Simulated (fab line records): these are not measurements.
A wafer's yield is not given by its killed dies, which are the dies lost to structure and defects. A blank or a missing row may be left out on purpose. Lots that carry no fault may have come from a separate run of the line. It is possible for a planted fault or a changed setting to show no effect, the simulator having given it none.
The tool behind it: which one? :: flow nand harc :: Sampling: 6 lots, 18 wafers, 4 of 1159 route steps

== WHAT EACH GAUGE READ, for each wafer ==
NHARC_END_SORT_01.
lot: L270
measured: day 23 15:04
on: prober-02
killed at periphery: 3 2 5

lot: L272
measured: day 23 23:53
on: prober-01
killed at periphery: 631 627

lot: L275
measured: day 24 07:41
on: prober-01
killed at periphery: 8 4 7

== EACH LOT AND THE TOOL THAT RAN IT (in order: tool; ch and the chambers of the sampled wafers; start) ==
lot: L257
NHARC_P_ZERO_WELL_ETCH_62: rie diel-04 ch 1,2,3, day 2 08:38 or earlier
NHARC_P_ZERO_WELL_DESCUM_26: rie diel-07 ch 1,2,3, day 2 08:38
NHARC_P_ZERO_WELL_IMPLANT_61: implanter-01 ch 0, day 2 12:15

lot: L260
NHARC_P_ZERO_WELL_ETCH_62: rie diel-02 ch 1,2, day 3 02:41 or earlier
NHARC_P_ZERO_WELL_DESCUM_26: rie diel-02 ch 0,1,2, day 3 02:41
NHARC_P_ZERO_WELL_IMPLANT_61: implanter-02 ch 0, day 3 06:22

lot: L270
NHARC_P_ZERO_WELL_ETCH_62: rie diel-07 ch 1,2,3, day 5 14:39 or earlier
NHARC_P_ZERO_WELL_DESCUM_26: rie diel-04 ch 0,2,3, day 5 14:39
NHARC_P_ZERO_WELL_IMPLANT_61: implanter-02 ch 0, day 5 18:01

lot: L272
NHARC_P_ZERO_WELL_ETCH_62: rie diel-07 ch 1,3, day 6 02:48 or earlier
NHARC_P_ZERO_WELL_DESCUM_26: rie diel-02 ch 0,1,2, day 6 02:48
NHARC_P_ZERO_WELL_IMPLANT_61: implanter-01, day 6 06:18

lot: L275
NHARC_P_ZERO_WELL_ETCH_62: rie diel-04 ch 0,1,3, day 6 20:47 or earlier
NHARC_P_ZERO_WELL_DESCUM_26: rie diel-04 ch 0,2,3, day 6 20:47
NHARC_P_ZERO_WELL_IMPLANT_61: implanter-01 ch 0, day 7 00:18

lot: L277
NHARC_P_ZERO_WELL_ETCH_62: rie diel-07 ch 0,1, day 7 08:38 or earlier
NHARC_P_ZERO_WELL_DESCUM_26: rie diel-07 ch 0,1,3, day 7 08:38
NHARC_P_ZERO_WELL_IMPLANT_61: implanter-02 ch 0, day 7 12:22
- NHARC_P_ZERO_WELL_ETCH_62: etches the open film in CHF3/Ar, target depth 13 nm, time 6.5 s.
- NHARC_P_ZERO_WELL_DESCUM_26: chemistry O2, time 3 s.
- NHARC_P_ZERO_WELL_IMPLANT_61

== THE ANSWER, worked out from the rows above alone ==
Rule: the lots themselves supply what counts as usual. The widest of any qualifying gaps counts: lots, ordered by their means at a reading, are off when they make up no more than a third of the lots, leave a main group of 4 or more, and stand apart from it by 3 or more times the standard deviation of that group's means. A main group is skipped when, at the precision printed for the reading in the tables above, its means are all equal. Also off: a lot with no number at a reading for which 4 or more lots have one. Where the step has rows for the other lots, those lots are counted as sound.
None of the lots is off at any reading shown; this tells nothing.

== WHAT THE SIMULATOR HAD PUT IN ==
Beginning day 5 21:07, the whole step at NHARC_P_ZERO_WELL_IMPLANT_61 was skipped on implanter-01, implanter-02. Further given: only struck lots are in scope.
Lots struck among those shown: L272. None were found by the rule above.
